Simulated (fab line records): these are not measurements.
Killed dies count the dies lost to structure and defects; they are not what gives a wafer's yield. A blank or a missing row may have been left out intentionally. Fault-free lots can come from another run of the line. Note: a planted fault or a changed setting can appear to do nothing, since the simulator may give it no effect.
8D (eight disciplines) problem report, filled in by code + flow n5Finfet + the parts of the form that need people (team, actions taken, sign-off) are left out

1. THE PROBLEM
Wafers without a fault read 283.7 nm, standard deviation 1.6; cdNm at N5_BEOL_M14_CD_MEAS_28 reads a mean of 294.5 nm on 6 wafers belonging to 2 lots. Measured from the usual mean, that is +6.8 standard deviations.
The step: target cd 284.4 nm.
The first sign was on wafer L296.4 at day 15 15:02, on cdSem-02. The record holds 27 wafers of 9 lots with a number at this step. Rule for "out" (also "out of limits"): further than 4 standard deviations from the usual mean. Any other wafer with a number is counted as sound.

2. WHAT IT IS; WHAT IT IS NOT
| question                    | is                     | is not                                                                    |
|-----------------------------|------------------------|---------------------------------------------------------------------------|
| which readings at this step | cdNm                   | -                                                                         |
| which lots                  | L296, L300             | L282, L283, L284, L286, L289, L302, L304                                  |
| which wafers of those lots  | all that have a number | -                                                                         |
| read on which gauges        | cdSem-02               | cdSem-01, cdSem-03                                                        |
| when                        | from day 15 15:02      | up to then (15 sound wafers); but 6 sound wafers of L302, L304 came after |

3. THE SUSPECTS, EACH WITH WHAT RULES IT OUT
Counting: any tool at a process step up to the reading is kept as a suspect provided that every lot that is out went through it and no sound lot did after the first of them.
- the gauge at N5_BEOL_M14_CD_MEAS_28: ruled out. All the wafers that are out were read on cdSem-02, but those of them that N5_BEOL_M14_EXPOSE_25 has rows for are out there too, on other tools.
- krfScanner-02 at N5_BEOL_M14_EXPOSE_25 (exposes mask M14, target cd 280 nm): kept. It processed each lot that is out, first L296 at day 15 14:53, and no sound lot thereafter; up to then, the last sound lot it processed was L286 at day 13 12:47. Out on those wafers are its own readings of exposureDoseMJCm2.
After counting, what remains is krfScanner-02 at N5_BEOL_M14_EXPOSE_25.

4. THE CAUSE (what the simulator had put in)
Drift in process parameters on krfScanner-02 at N5_BEOL_M14_EXPOSE_25, starting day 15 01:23. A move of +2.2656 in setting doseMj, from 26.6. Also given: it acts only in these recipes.
This tool alone remained once counting was done.

5. THE EFFECT CHAIN, in route order
Rows list readings where the struck wafers' mean (over those with a number) sits beyond 3 standard deviations from the usual. Only readings for which the record gives a usual standard deviation are gone through. hours: the time from each lot's start at the first step in this table that gives one to its start at this step, as a median over the lots. sigmas: the change in usual standard deviations.
| hours | step                   | reading           | usual    | on struck wafers | change | sigmas |
|-------|------------------------|-------------------|----------|------------------|--------|--------|
| 0     | N5_BEOL_M14_EXPOSE_25  | exposureDoseMJCm2 | 26.582   | 28.610           | +2.028 | +78    |
| 0     | N5_BEOL_M14_CD_MEAS_28 | cdNm              | 283.7 nm | 294.5            | +10.8  | +6.8   |
Process steps it contains:
- N5_BEOL_M14_EXPOSE_25: exposes mask M14, target cd 280 nm.

6. WHAT WOULD HAVE CAUGHT IT SOONER
The first out-of-limits reading at a measuring or inspecting step in this record came at day 15 15:02, 14 hours after the fault's start at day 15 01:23.
At N5_BEOL_M14_EXPOSE_25, the tool's own readings (exposureDoseMJCm2) were out on each struck wafer the step has a row for, so an alarm limit on them would have fired on the first such wafer.
L300, from the lots that are out (2), started N5_BEOL_M14_EXPOSE_25 on krfScanner-02 later than day 15 15:02. Putting the tool on hold at that point would have spared it.
